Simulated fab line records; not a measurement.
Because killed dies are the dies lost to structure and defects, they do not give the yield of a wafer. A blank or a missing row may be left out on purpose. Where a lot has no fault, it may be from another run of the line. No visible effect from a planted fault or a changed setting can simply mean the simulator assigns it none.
Lot-split experiment ; flow n5-finfet ; on a route of 1938 steps: 7 lots, 21 wafers read

ABOUT THE SPLIT
At N5_BEOL_M4_EXPOSE_08 (exposes mask M4), the setting dose-mj was moved away from the recipe's 41.25 on 6 of the 21 wafers read, by -7.4% to +6.7%. This setting was run at the recipe's value on the other wafers.

FROM THE SPLIT TO THE READING: what the file shows between them, 17 steps
- N5_BEOL_M4_PEB_09: peb time 60 s
- N5_BEOL_M4_DEVELOP_10: develop time 30 s
- N5_BEOL_M4_CD_MEAS_11: target cd 16.79 nm
- N5_BEOL_M4_DESCUM_16: chemistry O2, time 7 s
- N5_BEOL_M4_ETCH_74: etches underlayer in N2/H2, target depth 6.5 nm, time 5.2 s
- N5_BEOL_M4_ETCH_63: etches SiARC in CF4, target depth 15.6 nm, time 26 s
- N5_BEOL_M4_ETCH_64: etches SOC in N2/H2, target depth 75 nm, overetch 22.5 nm, time 121.9 s (also split here: time-s)
- N5_BEOL_M4_STRIP_65: strips in N2/H2
- N5_BEOL_M4_STRIP_75: strips in N2/H2
- N5_BEOL_M4_STRIP_66: strips in CF4
- N5_BEOL_M4_HM_OPEN_17: chemistry Cl2/BCl3, target TiN, target depth 20 nm, overetch 6 nm
- N5_BEOL_M4_DESCUM_33: chemistry O2, time 7 s (also split here: time-s)
- N5_BEOL_M4_ALD_98: deposits SiO2, target thk 2.5 nm, pulse time 1 s, co reactant pulse time 1 s (also split here: temp-c)
- N5_BEOL_M4_ETCHBACK_99: etches SiO2 in CHF3, target depth 5 nm, time 10.4 s
- N5_BEOL_M4_ETCH_70: etches SOC in N2/H2, target depth 80 nm, overetch 24 nm, time 130 s
- N5_BEOL_M4_PRECLEAN_42: cleans in residue remover, time 60 s
- N5_BEOL_M4_SRD_43: time 30 s

THE READING
cd-nm, in nm, at N5_BEOL_M4_CD_MEAS_35 (target cd 18 nm, target cd y 22.4 nm). Typical for fault-free wafers on this fab line: 18.2 nm, with standard deviation 0.39 nm.

wafer;tool, chamber at the split;dose-mj as run;against the recipe;cd-nm, nm;against lot-mates on the recipe
L074.1;euv-scanner-02, 0;38.19;-7.4%;16.8;-1.7
L074.4;euv-scanner-02, 0;41.25;recipe;18.5;-
L074.5;euv-scanner-02, 0;41.25;recipe;18.5;-
L076.3;euv-scanner-01, 0;41.25;recipe;19.4;-
L076.4;euv-scanner-01, 0;38.25;-7.3%;17.0;-2.0
L076.6;euv-scanner-01, 0;41.25;recipe;18.7;-
L075.3;euv-scanner-01, 0;41.25;recipe;18.1;-
L075.4;euv-scanner-01, 0;41.25;recipe;17.4;-
L075.5;euv-scanner-01, 0;41.25;recipe;17.8;-
L078.2;euv-scanner-01, 0;40.36;-2.2%;18.4;+0.3
L078.5;euv-scanner-01, 0;40.36;-2.2%;17.7;-0.4
L078.6;euv-scanner-01, 0;41.25;recipe;18.1;-
L089.1;euv-scanner-01, 0;41.25;recipe;17.5;-
L089.3;euv-scanner-01, 0;41.25;recipe;18.4;-
L089.4;euv-scanner-01, 0;41.25;recipe;17.9;-
L091.2;euv-scanner-02, 0;41.25;recipe;18.0;-
L091.3;euv-scanner-02, 0;41.25;recipe;17.7;-
L091.4;euv-scanner-02, 0;41.25;recipe;18.3;-
L092.1;euv-scanner-02, 0;41.25;recipe;18.1;-
L092.2;euv-scanner-02, 0;44.02;+6.7%;19.4;+1.3
L092.4;euv-scanner-02, 0;44.02;+6.7%;20.4;+2.3

FIT RESULTS
A straight line over all 21 wafers: cd-nm changes by +0.207 nm for each +1% of dose-mj; r = +0.80; the points scatter about the line by 0.5 nm.
The same after taking each lot's own level away (the mean of its wafers on the recipe; 21 wafers): +0.252 nm for each +1%; r = +0.92; scatter 0.35 nm.
Per that fit: largest dose-mj move, reading shift of 1.9 nm.
The lots' own levels span 17.77 to 19.05 nm, that is 3.3 times the standard deviation above.
So the lot-to-lot level changes the slope: the two fits differ.
Check: with one of the wafers moved furthest among these (-7.4%) left out of the fit, the line predicts -1.86 nm for it against its lot-mates. Against them it came out at -1.7 nm.

THESE WAFERS: OTHER SPLITS
These wafers also went through other splits before the reading. Each is held against what the fit with the lots' levels taken away leaves over:
other split on the same wafers;wafers away from the commonest value;r with cd-nm (lot level and that fit taken away)
N5_BEOL_M3_COAT_67 spin-rpm;8;-0.11
N5_BEOL_M4_ETCH_64 time-s;9;+0.21
N5_BEOL_M4_DESCUM_33 time-s;4;+0.00
N5_BEOL_M4_ALD_98 temp-c;10;+0.20

THE WHOLE CHAIN: every reading that the file lists as answering this split, in the file's order
step;what it does;reading;change (the file's fit);r (the file's)
N5_BEOL_M4_CD_MEAS_11;target cd 16.79 nm;cd-nm;+0.19 nm for each +1% of the setting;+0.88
N5_BEOL_M4_ETCH_74;etches underlayer in N2/H2, target depth 6.5 nm, time 5.2 s;BEOL_M4.cd-offset-nm (the simulator's own value, which no gauge read);+0.21 nm for each +1% of the setting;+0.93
N5_BEOL_M4_ETCH_63;etches SiARC in CF4, target depth 15.6 nm, time 26 s;BEOL_M4.cd-offset-nm (the simulator's own value, which no gauge read);+0.224 nm for each +1% of the setting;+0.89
N5_BEOL_M4_ETCH_64;etches SOC in N2/H2, target depth 75 nm, overetch 22.5 nm, time 121.9 s;BEOL_M4.cd-offset-nm (the simulator's own value, which no gauge read);+0.238 nm for each +1% of the setting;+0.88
N5_BEOL_M4_HM_OPEN_17;chemistry Cl2/BCl3, target TiN, target depth 20 nm, overetch 6 nm;BEOL_M4.cd-offset-nm (the simulator's own value, which no gauge read);+0.251 nm for each +1% of the setting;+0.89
N5_BEOL_M4_CD_MEAS_35;target cd 18 nm, target cd y 22.4 nm;cd-nm;+0.251 nm for each +1% of the setting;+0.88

THE FILE'S OWN FIT
cd-nm changes by +0.251 nm for each +1% of dose-mj, r = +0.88.
